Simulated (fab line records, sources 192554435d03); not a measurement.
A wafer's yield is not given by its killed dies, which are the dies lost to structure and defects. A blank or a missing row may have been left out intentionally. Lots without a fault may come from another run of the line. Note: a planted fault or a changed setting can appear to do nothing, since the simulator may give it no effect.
Chamber matching	flow n5 finfet	pecvd-04 running N5_GATE_CUT_PECVD_57: 3 sister chambers
The step deposits SiNx from SiH4/NH3/N2, target thk 21 nm. 20 wafers are shown with their chamber, then 10 later ones without.

WAFERS PAIRED WITH THEIR CHAMBERS
wafer	chamber	throttle valve pct (%)	showerhead plenum p Torr (Torr)	heater power w (W)
L075.3	0	41.0	5.22	794
L075.5	2	38.2	5.18	751
L075.6	1	40.0	5.16	778
L078.3	0	40.8	5.23	804
L078.4	1	40.1	5.17	754
L078.6	0	41.1	5.21	808
L079.2	0	40.8	5.22	815
L079.3	1	40.0	5.17	790
L079.4	1	40.0	5.17	792
L080.2	2	38.0	5.18	822
L080.4	1	39.9	5.17	852
L080.6	2	37.9	5.18	812
L081.1	0	41.3	5.20	720
L081.4	1	40.0	5.17	864
L081.6	2	38.1	5.19	821
L082.2	0	40.8	5.20	802
L082.5	0	41.2	5.21	793
L082.6	1	40.1	5.17	874
L086.2	2	38.1	5.18	761
L086.3	1	40.1	5.17	822

SIGNATURES, as means of the wafers listed above
reading	chamber 0	chamber 1	chamber 2	scatter within a chamber
throttle valve pct	41.000	40.025	38.060	0.143
showerhead plenum p Torr	5.2129	5.1688	5.1820	0.00732
heater power w	790.86	815.75	793.40	38
Rule: a wafer lies at a distance from a chamber equal to the root of the sum of squares, over the readings, of (its reading less the chamber's mean, divided by the reading's scatter). If the next closest chamber is less than 2 further off than the closest, the wafer can't be placed; otherwise it belongs to the closest. The scatter is the square root of a quotient: the sum, over the shown wafers, of each reading's squared deviation from its chamber's mean, divided by wafers minus chambers.

WAFERS MISSING THEIR CHAMBER
wafer	throttle valve pct (%)	showerhead plenum p Torr (Torr)	heater power w (W)
L086.6	41.3	5.21	785
L089.2	39.9	5.18	925
L089.4	40.0	5.17	900
L089.5	38.2	5.19	824
L092.2	41.5	5.21	732
L092.3	40.1	5.18	816
L092.4	41.9	5.22	720
L095.1	41.8	5.22	783
L095.3	38.3	5.18	710
L095.4	41.9	5.21	792

CHAMBER TAKEN BY EACH
wafer	from the rows above	in truth
L086.6	0	0
L089.2	1	1
L089.4	1	1
L089.5	2	2
L092.2	0	0
L092.3	1	1
L092.4	0	0
L095.1	0	0
L095.3	2	2
L095.4	0	0
Placed correctly: 10 of 10. Number that these rows cannot place: 0. Number placed wrongly: 0.
